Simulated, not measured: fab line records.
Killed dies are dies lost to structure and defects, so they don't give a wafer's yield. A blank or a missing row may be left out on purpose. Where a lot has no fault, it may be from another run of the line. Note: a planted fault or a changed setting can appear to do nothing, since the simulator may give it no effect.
fab line records || flow n5-finfet
record: {"lots": 4, "wafers": 12, "last-day": 16}
route steps=1938 shown PMOS_HMC_CHANNEL_EPI@71 FIN_SAQP@90 PASSIVATION@1936
lots with no fault: from the same line, run without faults
start-h: start of the lot's first displayed wafer, in hours after the record's first day || wait-h: how many hours have passed since the lot's step before this one || " same as the row above || L1.1+2: a row that stands for several wafers || - no value, or no start given || * or withheld: withheld || < > ~ a bound
route shown NAME@n: names a module that has steps shown in the file, with the first one's number in the route || usual: mean and standard deviation over wafers with no fault || same: alike in all rows || chamber/n: place in a boat || sites: per-site readings || _std_site: how widely they spread, as a standard deviation || _edge_site: outer sites' mean less inner sites' || radius-mm: how far each site lies from the wafer's centre || mask NAME#n: copy n || behind: the tool/chamber that last shaped the wafer || hold: why the lot went on hold/how many hours it stayed there/how the hold came to an end || device: the transistor (n, p or np) that didn't switch || end of line: the same wafers' tests at the end of the route || for a step that has no rows: nothing shown but its recipe || killed: dies that structure and defects cost at the first sort, which is not the same as the wafer's yield || map: a wafer's dies, marking killed ones x, the rest . and places with no die _
set.NAME: setting as actually run; set.NAME@STEP: the setting as run at that earlier step || model.NAME: the simulator's own value behind a step, which no gauge read
lots at some steps of the route; a table a step, a row a wafer
services: the hour from which a tool's chamber was out of use, counted from the record's first day as start-h (under 0 if before that day), plus the number of hours and why
== steps ==
step: N5_PMOS_HMC_CHANNEL_EPI_STRIP_33
recipe: {"chemistry": "N2/H2", "power-w": 500, "temp-c": 40, "pressure-mtorr": 50, "rf-frequency-hz": 6e+07, "overash-fraction": 0.3, "bias-power-w": 8, "h2-frac": 0.5, "n2-flow-sccm": 300, "h2-flow-sccm": 300}
step: N5_PMOS_HMC_CHANNEL_EPI_STRIP_17
recipe: {"chemistry": "SPM", "time-s": 750, "temp-c": 130, "h2so4-h2o2-vol-ratio": 4, "dry": "ipa-marangoni"}
step: N5_PMOS_HMC_CHANNEL_EPI_ETCH_38
recipe: {"chemistry": "CF4", "target": "SiO2", "target-depth-a": 15, "ion-energy-ev": 350, "pressure-mtorr": 10, "icp-w": 800, "bias-w": 400, "cf4-flow-sccm": 80}
step: N5_PMOS_HMC_CHANNEL_EPI_FIN_RECESS_16
recipe: {"chemistry": "HBr/Cl2", "target": "Si", "mask-material": "SiO2", "target-depth-a": 540, "time-s": 18, "pressure-mtorr": 10, "icp-w": 800, "bias-w": 75, "HBr_flow_sccm": 150, "Cl2_flow_sccm": 80}
step: N5_PMOS_HMC_CHANNEL_EPI_PRECLEAN_36
recipe: {"chemistry": "O3/DIW", "time-s": 45, "temp-c": 22, "o3-ppm": 10}
step: N5_PMOS_HMC_CHANNEL_EPI_PRECLEAN_18
recipe: {"chemistry": "DHF", "time-s": 30, "temp-c": 25, "dilution": "withheld"}
step: N5_PMOS_HMC_CHANNEL_EPI_SRD_19
recipe: {"dry": "ipa-marangoni", "do-ppb": 5, "time-s": 30, "temp-c": 23, "rinse-liquid": "diw"}
step: N5_PMOS_HMC_CHANNEL_EPI_EPI_20
recipe: {"material": "SiGe30", "mask-material": "SiO2", "pressure-torr": 20, "target-thk-a": 590, "temp-c": 600}
step: N5_PMOS_HMC_CHANNEL_EPI_HM_STRIP_35
recipe: {"chemistry": "dHF", "temp-c": 25, "material": "SiO2", "target": "SiO2", "target-depth-a": 396, "time-s": 216}
step: N5_PMOS_HMC_CHANNEL_EPI_SRD_39
recipe: {"dry": "ipa-marangoni", "time-s": 30, "temp-c": 23, "rinse-liquid": "diw"}
step: N5_PMOS_HMC_CHANNEL_EPI_CMP_21
recipe: {"material": "SiGe30", "post-cmp-clean": "alkaline-brush", "target-thk-nm": 54}
step: N5_PMOS_HMC_CHANNEL_EPI_PRECLEAN_40
recipe: {"chemistry": "DHF", "time-s": 30, "temp-c": 25, "dilution": "withheld"}
usual: {"temp-c": "25.01/0.11"}
{"lot.wafer": "L871.2", "tool": "wet-bench-04", "chamber": 4, "start-h": 56.24, "wait-h": 0.0, "temp-c": 25.06}
{"lot.wafer": "L871.4", "tool": "wet-bench-04", "chamber": 5, "start-h": 56.24, "wait-h": 0.0, "temp-c": 25.14}
{"lot.wafer": "L871.6", "tool": "wet-bench-04", "chamber": 6, "start-h": 56.24, "wait-h": 0.0, "temp-c": 25.06}
{"lot.wafer": "L878.1", "tool": "wet-bench-04", "chamber": 6, "start-h": 97.68, "wait-h": 0.0, "temp-c": 24.94}
{"lot.wafer": "L878.3", "tool": "wet-bench-04", "chamber": 1, "start-h": 97.68, "wait-h": 0.0, "temp-c": 25.16}
{"lot.wafer": "L878.4", "tool": "wet-bench-04", "chamber": 4, "start-h": 97.68, "wait-h": 0.0, "temp-c": 25.04}
{"lot.wafer": "L882.1", "tool": "wet-bench-04", "chamber": 5, "start-h": 121.50, "wait-h": 0.0, "temp-c": 24.96}
{"lot.wafer": "L882.4", "tool": "wet-bench-04", "chamber": 6, "start-h": 121.50, "wait-h": 0.0, "temp-c": 25.15}
{"lot.wafer": "L882.6", "tool": "wet-bench-04", "chamber": 2, "start-h": 121.50, "wait-h": 0.0, "temp-c": 24.95}
{"lot.wafer": "L884.1", "tool": "wet-bench-03", "chamber": 4, "start-h": 133.91, "wait-h": 0.0, "temp-c": 25.08}
{"lot.wafer": "L884.2", "tool": "wet-bench-03", "chamber": 3, "start-h": 133.91, "wait-h": 0.0, "temp-c": 24.97}
{"lot.wafer": "L884.4", "tool": "wet-bench-03", "chamber": 1, "start-h": 133.91, "wait-h": 0.0, "temp-c": 25.17}
step: N5_PMOS_HMC_CHANNEL_EPI_PRECLEAN_37
recipe: {"chemistry": "O3/DIW", "time-s": 45, "temp-c": 22, "o3-ppm": 10}
step: N5_PMOS_HMC_CHANNEL_EPI_PRECLEAN_24
recipe: {"chemistry": "DHF", "time-s": 30, "temp-c": 25, "dilution": "withheld"}
step: N5_PMOS_HMC_CHANNEL_EPI_SRD_25
recipe: {"dry": "ipa-marangoni", "do-ppb": 5, "time-s": 30, "temp-c": 23, "rinse-liquid": "diw"}
step: N5_PMOS_HMC_CHANNEL_EPI_EPI_26
recipe: {"material": "Si", "target-thk-a": 38, "temp-c": 650, "precursor": "SiH4/H2", "pressure-torr": 20, "time-s": 22.7}
step: N5_PMOS_HMC_CHANNEL_EPI_INSPECT_30
recipe: {"inspect-instrument": "darkfield", "mode": "post-epi"}
usual: {"raw-defect-count": "20/6.6"}
{"lot.wafer": "L871.2", "tool": "defect-inspect-02", "chamber": "-", "start-h": 56.80, "wait-h": 0.0, "raw-defect-count": 13}
{"lot.wafer": "L871.4", "tool": "defect-inspect-02", "chamber": "-", "start-h": 56.80, "wait-h": 0.0, "raw-defect-count": 23}
{"lot.wafer": "L871.6", "tool": "defect-inspect-02", "chamber": "-", "start-h": 56.80, "wait-h": 0.0, "raw-defect-count": 32}
{"lot.wafer": "L878.1", "tool": "defect-inspect-02", "chamber": "-", "start-h": 98.36, "wait-h": 0.0, "raw-defect-count": 1212}
{"lot.wafer": "L878.3", "tool": "defect-inspect-02", "chamber": "-", "start-h": 98.36, "wait-h": 0.0, "raw-defect-count": 1210}
{"lot.wafer": "L878.4", "tool": "defect-inspect-02", "chamber": "-", "start-h": 98.36, "wait-h": 0.0, "raw-defect-count": 1236}
{"lot.wafer": "L882.1", "tool": "defect-inspect-02", "chamber": "-", "start-h": 121.95, "wait-h": 0.0, "raw-defect-count": 1185}
{"lot.wafer": "L882.4", "tool": "defect-inspect-02", "chamber": "-", "start-h": 121.95, "wait-h": 0.0, "raw-defect-count": 1252}
{"lot.wafer": "L882.6", "tool": "defect-inspect-02", "chamber": "-", "start-h": 121.95, "wait-h": 0.0, "raw-defect-count": 1189}
{"lot.wafer": "L884.1", "tool": "defect-inspect-02", "chamber": "-", "start-h": 134.36, "wait-h": 0.0, "raw-defect-count": 29}
{"lot.wafer": "L884.2", "tool": "defect-inspect-02", "chamber": "-", "start-h": 134.36, "wait-h": 0.0, "raw-defect-count": 18}
{"lot.wafer": "L884.4", "tool": "defect-inspect-02", "chamber": "-", "start-h": 134.36, "wait-h": 0.0, "raw-defect-count": 10}
step: N5_FIN_SAQP_PRECLEAN_42
recipe: {"chemistry": "O3/DIW", "time-s": 60, "temp-c": 22, "o3-ppm": 10}
step: N5_FIN_SAQP_PRECLEAN_00
recipe: {"chemistry": "SC1", "time-s": 60, "temp-c": 55, "mix": "1:2:50"}
step: N5_FIN_SAQP_PRECLEAN_44
recipe: {"chemistry": "SC2", "time-s": 45, "temp-c": 35, "mix": "1:1:50"}
step: N5_FIN_SAQP_SRD_01
recipe: {"dry": "ipa-marangoni", "time-s": 30, "temp-c": 23, "rinse-liquid": "diw"}
step: N5_FIN_SAQP_ALD_61
recipe: {"material": "SiO2", "target-thk-a": 40, "temp-c": 300, "ald-precursor-family": "BDEAS", "ald-co-reactant": "O2-plasma", "pulse-time-s": 1, "purge-time-s": 2, "co-reactant-purge-time-s": 2, "ald-cycles": 43, "pressure-torr": 2}
step: N5_FIN_SAQP_DENSIFY_62
recipe: {"temp-c": 700, "time-s": 60, "ambient": "N2", "idle-temp-c": 600, "ramp-up-c-per-s": 150, "ramp-down-c-per-s": 60, "cool-to-c": 600}
step: N5_FIN_SAQP_HM_DEP_03
recipe: {"material": "SiNx", "target-thk-a": 380, "temp-c": 400, "precursor": "SiH4/NH3/N2", "pressure-torr": 1.5, "rf-w": 300, "time-s": 33.6}
step: N5_FIN_SAQP_PECVD_47
recipe: {"material": "a-Si", "target-thk-a": 450, "temp-c": 400, "precursor": "SiH4/He", "pressure-torr": 3, "rf-w": 100, "time-s": 36.3}
step: N5_FIN_SAQP_PECVD_48
recipe: {"material": "SiNx", "target-thk-a": 250, "temp-c": 400, "precursor": "SiH4/NH3/N2", "pressure-torr": 1.5, "rf-w": 300, "time-s": 22.1}
step: N5_FIN_SAQP_PECVD_06
recipe: {"material": "a-Si", "target-thk-a": 600, "temp-c": 400, "precursor": "SiH4/He", "pressure-torr": 3, "rf-w": 100, "time-s": 48.1}
step: N5_FIN_SAQP_HM_DEP_72
recipe: {"material": "SiO2", "target-thk-a": 120, "temp-c": 400, "precursor": "SiH4/N2O", "pressure-torr": 0.75, "rf-w": 275, "time-s": 7.2}
step: N5_FIN_SAQP_COAT_49
recipe: {"resist": "SOC", "temp-c": 250, "time-s": 60, "spin-rpm": 1500, "resist-thk-nm": 100}
step: N5_FIN_SAQP_COAT_50
recipe: {"resist": "SiARC", "temp-c": 220, "time-s": 60, "spin-rpm": 1500, "resist-thk-nm": 35}
step: N5_FIN_SAQP_COAT_10
recipe: {"resist": "CAR-ArF", "spin-rpm": 1500, "resist-thk-nm": 90}
step: N5_FIN_SAQP_EBR_12
recipe: {"solvent": "PGMEA", "ebr-width-mm": 1.5}
step: N5_FIN_SAQP_SOFTBAKE_11
recipe: {"temp-c": 110, "time-s": 60, "resist": "CAR-ArF"}
step: N5_FIN_SAQP_EXPOSE_13
recipe: {"mask-id": "FIN_CORE", "na": 1.35, "source-shape": "dipole", "sigma-inner": 0.538, "sigma-outer": 0.738, "polarization": "te", "target-cd-nm": 35.6, "dose-mj": 63.25}
step: N5_FIN_SAQP_PEB_14
recipe: {"peb-temp-c": "withheld", "peb-time-s": 60, "resist": "CAR-ArF"}
step: N5_FIN_SAQP_DEVELOP_15
recipe: {"develop-time-s": 30, "developer": "TMAH", "resist": "CAR-ArF", "dev-temp-c": 23, "rinse-liquid": "diw", "dry": "air-spin"}
step: N5_FIN_SAQP_INSPECT_18
recipe: {"mode": "adi", "inspect-instrument": "brightfield"}
usual: {"raw-defect-count": "433/120"}
{"lot.wafer": "L871.2", "tool": "defect-inspect-01", "chamber": "-", "start-h": 58.18, "wait-h": 0.0, "raw-defect-count": 313}
{"lot.wafer": "L871.4", "tool": "defect-inspect-01", "chamber": "-", "start-h": 58.18, "wait-h": 0.0, "raw-defect-count": 443}
{"lot.wafer": "L871.6", "tool": "defect-inspect-01", "chamber": "-", "start-h": 58.18, "wait-h": 0.0, "raw-defect-count": 313}
{"lot.wafer": "L878.1", "tool": "defect-inspect-01", "chamber": "-", "start-h": 99.86, "wait-h": 0.0, "raw-defect-count": 1849}
{"lot.wafer": "L878.3", "tool": "defect-inspect-01", "chamber": "-", "start-h": 99.86, "wait-h": 0.0, "raw-defect-count": 1562}
{"lot.wafer": "L878.4", "tool": "defect-inspect-01", "chamber": "-", "start-h": 99.86, "wait-h": 0.0, "raw-defect-count": 1525}
{"lot.wafer": "L882.1", "tool": "defect-inspect-01", "chamber": "-", "start-h": 124.14, "wait-h": 0.0, "raw-defect-count": 1695}
{"lot.wafer": "L882.4", "tool": "defect-inspect-01", "chamber": "-", "start-h": 124.14, "wait-h": 0.0, "raw-defect-count": 1920}
{"lot.wafer": "L882.6", "tool": "defect-inspect-01", "chamber": "-", "start-h": 124.14, "wait-h": 0.0, "raw-defect-count": 1780}
{"lot.wafer": "L884.1", "tool": "defect-inspect-02", "chamber": "-", "start-h": 135.75, "wait-h": 0.0, "raw-defect-count": 576}
{"lot.wafer": "L884.2", "tool": "defect-inspect-02", "chamber": "-", "start-h": 135.75, "wait-h": 0.0, "raw-defect-count": 465}
{"lot.wafer": "L884.4", "tool": "defect-inspect-02", "chamber": "-", "start-h": 135.75, "wait-h": 0.0, "raw-defect-count": 504}
step: N5_FIN_SAQP_INSPECT_40
recipe: {"inspect-instrument": "brightfield", "mode": "aei"}
usual: {"raw-defect-count": "233/68"}
{"lot.wafer": "L871.2", "tool": "defect-inspect-02", "chamber": "-", "start-h": 63.32, "wait-h": 0.0, "raw-defect-count": 351}
{"lot.wafer": "L871.4", "tool": "defect-inspect-02", "chamber": "-", "start-h": 63.32, "wait-h": 0.0, "raw-defect-count": 303}
{"lot.wafer": "L871.6", "tool": "defect-inspect-02", "chamber": "-", "start-h": 63.32, "wait-h": 0.0, "raw-defect-count": 272}
{"lot.wafer": "L878.1", "tool": "defect-inspect-01", "chamber": "-", "start-h": 104.50, "wait-h": 0.0, "raw-defect-count": 1384}
{"lot.wafer": "L878.3", "tool": "defect-inspect-01", "chamber": "-", "start-h": 104.50, "wait-h": 0.0, "raw-defect-count": 1396}
{"lot.wafer": "L878.4", "tool": "defect-inspect-01", "chamber": "-", "start-h": 104.50, "wait-h": 0.0, "raw-defect-count": 1410}
{"lot.wafer": "L882.1", "tool": "defect-inspect-02", "chamber": "-", "start-h": 129.50, "wait-h": 0.0, "raw-defect-count": 1384}
{"lot.wafer": "L882.4", "tool": "defect-inspect-02", "chamber": "-", "start-h": 129.50, "wait-h": 0.0, "raw-defect-count": 1557}
{"lot.wafer": "L882.6", "tool": "defect-inspect-02", "chamber": "-", "start-h": 129.50, "wait-h": 0.0, "raw-defect-count": 1479}
{"lot.wafer": "L884.1", "tool": "defect-inspect-01", "chamber": "-", "start-h": 140.19, "wait-h": 0.0, "raw-defect-count": 362}
{"lot.wafer": "L884.2", "tool": "defect-inspect-01", "chamber": "-", "start-h": 140.19, "wait-h": 0.0, "raw-defect-count": 262}
{"lot.wafer": "L884.4", "tool": "defect-inspect-01", "chamber": "-", "start-h": 140.19, "wait-h": 0.0, "raw-defect-count": 237}
step: N5_PASSIVATION_PROBE_49
usual: {"killed_at_M0_to_M3": "32/11", "killed_at_M4_up": "12/4.4", "killed-at-contacts": "13/6.1", "killed-at-front-end": "39/12", "killed-at-other": "3.9/3", "killed-dies": "100/17", "killed-on-rim": "13/3.9", "killed-open": "66/12", "killed-short": "33/7.4"}
same: {"gross-dies": 1180, "killed-at-back-side": 0}
{"lot.wafer": "L878.1", "tool": "prober-02", "chamber": "-", "start-h": 349.25, "wait-h": 0.0, "killed_at_M0_to_M3": 13, "killed_at_M4_up": 16, "killed-at-contacts": 4, "killed-at-front-end": 80, "killed-at-other": 0, "killed-dies": 113, "killed-on-rim": 25, "killed-open": 33, "killed-short": 19}
{"lot.wafer": "L878.3", "tool": "prober-02", "chamber": "-", "start-h": 349.35, "wait-h": 0.1, "killed_at_M0_to_M3": 34, "killed_at_M4_up": 13, "killed-at-contacts": 16, "killed-at-front-end": 129, "killed-at-other": 1, "killed-dies": 193, "killed-on-rim": 24, "killed-open": 58, "killed-short": 25}
{"lot.wafer": "L878.4", "tool": "prober-02", "chamber": "-", "start-h": 349.40, "wait-h": 0.2, "killed_at_M0_to_M3": 39, "killed_at_M4_up": 14, "killed-at-contacts": 8, "killed-at-front-end": 94, "killed-at-other": 5, "killed-dies": 160, "killed-on-rim": 29, "killed-open": 60, "killed-short": 29}
{"lot.wafer": "L882.1", "tool": "prober-02", "chamber": "-", "start-h": 378.23, "wait-h": 0.0, "killed_at_M0_to_M3": 33, "killed_at_M4_up": 16, "killed-at-contacts": 8, "killed-at-front-end": 174, "killed-at-other": 4, "killed-dies": 235, "killed-on-rim": 24, "killed-open": 50, "killed-short": 43}
{"lot.wafer": "L882.4", "tool": "prober-02", "chamber": "-", "start-h": 378.38, "wait-h": 0.2, "killed_at_M0_to_M3": 35, "killed_at_M4_up": 9, "killed-at-contacts": 9, "killed-at-front-end": 109, "killed-at-other": 1, "killed-dies": 163, "killed-on-rim": 30, "killed-open": 61, "killed-short": 37}
{"lot.wafer": "L882.6", "tool": "prober-02", "chamber": "-", "start-h": 378.48, "wait-h": 0.3, "killed_at_M0_to_M3": 42, "killed_at_M4_up": 11, "killed-at-contacts": 4, "killed-at-front-end": 194, "killed-at-other": 3, "killed-dies": 254, "killed-on-rim": 22, "killed-open": 62, "killed-short": 41}
{"lot.wafer": "L884.1", "tool": "prober-02", "chamber": "-", "start-h": 394.03, "wait-h": 0.0, "killed_at_M0_to_M3": 30, "killed_at_M4_up": 20, "killed-at-contacts": 7, "killed-at-front-end": 66, "killed-at-other": 2, "killed-dies": 125, "killed-on-rim": 13, "killed-open": 90, "killed-short": 30}
{"lot.wafer": "L884.2", "tool": "prober-02", "chamber": "-", "start-h": 394.08, "wait-h": 0.1, "killed_at_M0_to_M3": 24, "killed_at_M4_up": 20, "killed-at-contacts": 9, "killed-at-front-end": 41, "killed-at-other": 2, "killed-dies": 96, "killed-on-rim": 10, "killed-open": 66, "killed-short": 24}
{"lot.wafer": "L884.4", "tool": "prober-02", "chamber": "-", "start-h": 394.18, "wait-h": 0.2, "killed_at_M0_to_M3": 46, "killed_at_M4_up": 17, "killed-at-contacts": 7, "killed-at-front-end": 43, "killed-at-other": 3, "killed-dies": 116, "killed-on-rim": 23, "killed-open": 76, "killed-short": 32}
killed by level:class
L878.1 PMOS_HMC_CHANNEL_EPI:unspecified=58 BEOL_M4:geometric-particle:open=7 STI_FIN_REVEAL:geometric-particle:open=5 BEOL_M1:geometric-particle:open=4 BEOL_M0_SAQP:geometric-particle:short=4 STARTING-WAFER:geometric-particle:open=4 MOL_CONTACT_COAG:geometric-particle:open=3 BEOL_M4:geometric-particle:short=3
L878.3 PMOS_HMC_CHANNEL_EPI:unspecified=108 MOL_CONTACT_COAG:geometric-particle:open=14 BEOL_M0_SAQP:geometric-particle:short=8 BEOL_M0_SAQP:geometric-particle:open=8 BEOL_M1:geometric-particle:open=7 BEOL_M2:geometric-particle:open=5 BEOL_M4:geometric-particle:open=5 DUMMY_GATE:geometric-particle:open=4
L878.4 PMOS_HMC_CHANNEL_EPI:unspecified=70 BEOL_M0_SAQP:geometric-particle:short=8 MOL_CONTACT_COAG:geometric-particle:open=7 BEOL_M0_SAQP:geometric-particle:open=7 BEOL_M4:geometric-particle:open=7 BEOL_M1:geometric-particle:open=6 BEOL_M2:geometric-particle:open=6 DUMMY_GATE:geometric-particle:open=5
L882.1 PMOS_HMC_CHANNEL_EPI:unspecified=139 FIN_SAQP:geometric-particle:short=10 MOL_CONTACT_COAG:geometric-particle:open=8 BEOL_M0_SAQP:geometric-particle:short=8 FIN_SAQP:geometric-particle:open=7 BEOL_M0_SAQP:geometric-particle:open=7 BEOL_M5:geometric-particle:open=5 STI_FIN_REVEAL:geometric-particle:open=4
L882.4 PMOS_HMC_CHANNEL_EPI:unspecified=65 STI_FIN_REVEAL:geometric-particle:open=13 FIN_SAQP:geometric-particle:short=11 MOL_CONTACT_COAG:geometric-particle:open=7 FIN_SAQP:geometric-particle:open=6 BEOL_M0_SAQP:geometric-particle:open=5 BEOL_M2:geometric-particle:open=5 BEOL_M3:geometric-particle:open=5
L882.6 PMOS_HMC_CHANNEL_EPI:unspecified=150 FIN_SAQP:geometric-particle:open=10 FIN_SAQP:geometric-particle:short=10 BEOL_M0_SAQP:geometric-particle:open=10 BEOL_M0_SAQP:geometric-particle:short=9 BEOL_M1:geometric-particle:open=6 BEOL_M2:geometric-particle:open=6 BEOL_M3:geometric-particle:open=5
L884.1 FIN_SAQP:geometric-particle:open=28 STI_FIN_REVEAL:geometric-particle:open=13 BEOL_M4:geometric-particle:open=7 DUMMY_GATE:geometric-particle:open=6 BEOL_M1:geometric-particle:open=6 FIN_SAQP:geometric-particle:short=5 MOL_CONTACT_COAG:geometric-particle:open=5 BEOL_M0_SAQP:geometric-particle:short=5
L884.2 STI_FIN_REVEAL:geometric-particle:open=15 FIN_SAQP:geometric-particle:open=9 BEOL_M4:geometric-particle:open=8 MOL_CONTACT_COAG:geometric-particle:open=6 GATE_CUT:geometric-particle:short=5 BEOL_M0_SAQP:geometric-particle:open=5 BEOL_M3:geometric-particle:open=5 BEOL_M0_SAQP:geometric-particle:short=4
L884.4 BEOL_M0_SAQP:geometric-particle:open=11 BEOL_M3:geometric-particle:open=11 STI_FIN_REVEAL:geometric-particle:open=10 BEOL_M4:geometric-particle:open=9 MOL_CONTACT_COAG:geometric-particle:open=6 BEOL_M0_SAQP:geometric-particle:short=6 FIN_SAQP:geometric-particle:short=5 DUMMY_GATE:geometric-particle:open=4
map L878.3 (x killed, . not)
_________________.......x....________________
______________.x................_____________
___________.x......x...............__________
__________..x......................._________
________.x.........xx................._______
_______..x.xx...............x.x........______
______..x.................x......x....x._____
_____......x............x....x...x.......____
____..........x..x......xx................___
___...................xx...................__
___...x.....x.......................x......__
__...x...................................x.._
__.......................................x.._
_.......x.......................x....xxxxxxx.
_.......x..............x............xxxxxxxxx
_........................x......x.xxxxxxxxxxx
_x..............................x.xxxxxxxxxxx
_.x......xx..x.....x............xxxxxxxxxxxxx
_.............x................x.xxxxxxxxxxxx
_..............x...x...............xxxxxxxxxx
_................x.................xxxxxxxxxx
__.......x..x........x........x...xxxxxxxxxx_
__..x...................x.........x.xxxxxxxx_
___.................................x.xxx.x__
___........x...........x........xx.x.......__
____................x.....x......x.....x..___
_____.....x...x............x............x____
______x....x...x........................_____
_______..............x....x....x.......______
________.......x.........x............_______
__________x.....xx............x....._________
___________.x.x............x.......__________
______________......x..........._____________
_________________............________________
map L882.6 (x killed, . not)
_________________..x.x.......________________
______________.....xx..........._____________
___________........x.......x...x.xx__________
__________......................xx.x_________
________..........x.......xx.x.x.x.xx._______
_______..........x...x.xx.xxxxxxxxx.x.x______
______..................x..xxxxxxxxxxxx._____
_____x.................xxxxxxxxxxxxxxxxx.____
____............xx......xxxxxxxxxxxxxx.x..___
___....................xxxxxxxxxxxxxxx.....__
___...x................xxxxxxxxxxxxxxxx....__
__...........x....x.....xxxxxxxxxxxxxxx....._
__..........x......x....xxxxxxxxxxxxx..x.xx._
_..x.....x..........x...x.xxxxxxxxx.xx......x
_.......x...............xxxxx.xxxx...........
_..........x...x.......x.......xx.......x....
_x......x.............x.....x...x....x.......
_...........x......x....x.....x...x..........
_.x...................x......x...............
_......x.x.................x.................
_.........x.......x.............x...x........
__..x.........................x............._
__..xx..x...x.........x...............x....._
___.x.x.....x........x...x......x.x.x.x....__
___..x....x...............xx...............__
____....x...x....x...x................x.x.___
_____..............x.....x..x.....x......____
______.............x.x.........x........_____
_______.......x.............xx.xx.....x______
________.............x.........x......_______
__________.x..x..........x.........._________
___________...x.x..................__________
______________.................._____________
_________________xx..x......x________________
== services ==
{"tool": "wet-bench-03", "chamber": "-", "start-h": 88.96, "hours": 2.3, "kind": "repair"}
== key ==
first-sign: {"step": "N5_PMOS_HMC_CHANNEL_EPI_INSPECT_30", "reading": "raw-defect-count", "direction": "up", "sigmas": "99+", "usual": 20, "struck": 1214}
effect: {"step": "N5_FIN_SAQP_INSPECT_18", "reading": "raw-defect-count", "direction": "up", "sigmas": 11, "usual": 433, "struck": 1722}
effect: {"step": "N5_FIN_SAQP_INSPECT_40", "reading": "raw-defect-count", "direction": "up", "sigmas": 18, "usual": 233, "struck": 1435}
effect: {"step": "N5_PASSIVATION_PROBE_49", "reading": "killed-at-front-end", "direction": "up", "sigmas": 7.8, "usual": 39, "struck": 130}
more-kills-born-at: {"N5_PMOS_HMC_CHANNEL_EPI_PRECLEAN_40@wet-bench-04": 590}
met-at N5_PMOS_HMC_CHANNEL_EPI_PRECLEAN_40
struck-wafers L878.1,L878.3,L878.4,L882.1,L882.4,L882.6
tester-left-out L878,L882
onset-between 56.24 97.68
fault: {"kind": "chamber-particle-source", "tool": "wet-bench-04", "chamber": "-", "onset-h": 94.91, "steps": "N5_PMOS_HMC_CHANNEL_EPI_PRECLEAN_40", "rate-per-visit-cm2": 1.8469, "end-h": 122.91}
tester-left-out: of these lots the tester's yield and bins aren't shown, on N5 and GAA mostly nor the transistor test; their killed dies are dies lost to structure and defects alone, not to doping, threshold or leakage, so they don't give the yield
